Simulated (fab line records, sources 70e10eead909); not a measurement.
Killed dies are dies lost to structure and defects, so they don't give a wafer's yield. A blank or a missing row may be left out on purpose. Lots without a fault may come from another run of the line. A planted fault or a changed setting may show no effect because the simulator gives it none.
A struck lot beside a sound one | flow nand_harc | 13 steps out of a route of 1302
Sound: wafers L919.1, L919.5, L919.6. Struck: wafers L922.4, L922.6. (L922.3 of the same lot was not struck and is left out.) The cause comes at the end.
At each step with rows: each side's tool, then ch and its chambers, then its first start. Under that, the readings that differ: sound wafers | struck wafers | difference of the means | sigmas: that difference in standard deviations of wafers without a fault.
alike: readings whose means differ by less than 2 such deviations, and words and numbers that are the same on both sides. not compared: withheld readings, readings that some wafer has no value for, bounds like >300 that may hide the same value, and numbers for which the record gives no deviation and whose values overlap.
The two part at a step that has a row with sigmas, a row that says differs or no value, or rows on one side only. Numbers that don't overlap but have no deviation are shown without sigmas and don't part them. A reading that every wafer of one side lacks parts them only if that side has two wafers or more.

first, 1 step without rows for these wafers: NHARC_A_WL_FILL_CVD_03 (deposits W, target thk 40 nm, time 279 s).
NHARC_A_WL_FILL_ETCHBACK_04: etches the open film in NF3, target depth 60 nm, time 120 s.
  sound on rie_metal-02 ch 0,1, day 21 10:58; struck on rie_metal-02 ch 1, day 23 04:37
  alike: drypump_motor_current_A, oes_product_au, run_length_s
  not compared: rf_hours_counter_h
NHARC_A_WL_FILL_ETCHBACK_05: etches the open film in Cl2/BCl3, target depth 22 nm, time 60 s.
  sound on rie_metal-02 ch 0,1, day 21 11:12; struck on rie_metal-02 ch 0, day 23 04:50
  alike: drypump_motor_current_A, oes_product_au, run_length_s
  not compared: rf_hours_counter_h
NHARC_A_WL_FILL_STRIP_27: strips in N2/H2, time 20 s.
  sound on plasma_asher-01 ch 0,1, day 21 11:20; struck on plasma_asher-01 ch 1, day 23 04:59
  alike: drypump_motor_current_A, heater_power_w
  not compared: rf_hours_counter_h
then, 4 steps without rows for these wafers: NHARC_A_WL_FILL_STRIP_28 (strips in post etch residue remover, time 1200 s); NHARC_A_WL_FILL_PRECLEAN_06 (cleans in DIW, time 300 s); NHARC_A_WL_FILL_SRD_07; NHARC_A_WL_FILL_ANNEAL_08 (time 1800 s).
NHARC_A_WL_FILL_ALD_10: deposits SiO2, target thk 50 nm, pulse time 10 s, ald cycles 500.
  sound on ald_hk-01 ch 0,1,3, day 21 23:56; struck on ald_hk-01 ch 0, day 23 11:41
  alike: heater_power_w, precursor_pulse_height_rel
NHARC_A_WL_FILL_ETCHBACK_16: etches the open film in C4F8/O2/Ar, target depth 120 nm, time 24 s.
  sound on rie_diel-13 ch 0,1; struck on rie_diel-06 ch 0,1
  reading               | sound             | struck      | difference | sigmas
  oes_product_au (a.u.) | 0.989 0.993 1.007 | 0.918 0.907 | -0.084     | -3
  alike: rf_vpp_V, run_length_s
  not compared: rf_hours_counter_h
then, 1 step without rows for these wafers: NHARC_A_WL_FILL_STRIP_29 (strips in O2, time 20 s).
NHARC_A_WL_FILL_ETCHBACK_17: etches the open film in Cl2/BCl3, target depth 4 nm, time 26.7 s.
  sound on rie_metal-03 ch 0,1, day 22 03:13; struck on rie_metal-01 ch 1, day 23 16:35
  reading                     | sound          | struck    | difference | sigmas
  drypump_motor_current_A (A) | 5.59 5.65 5.60 | 5.94 5.93 | +0.32      | +2
  run_length_s (s)            | 48.1 47.8 48.0 | 39.3 39.3 | -8.7       | -18
  alike: oes_product_au
  not compared: rf_hours_counter_h
then, 1 step without rows for these wafers: NHARC_A_WL_FILL_PRECLEAN_18 (cleans in dHF, time 30 s).

WHERE THEY PART
First at NHARC_A_WL_FILL_ETCHBACK_16; last, within this record, at NHARC_A_WL_FILL_ETCHBACK_17.

WHY: what the simulator had put in
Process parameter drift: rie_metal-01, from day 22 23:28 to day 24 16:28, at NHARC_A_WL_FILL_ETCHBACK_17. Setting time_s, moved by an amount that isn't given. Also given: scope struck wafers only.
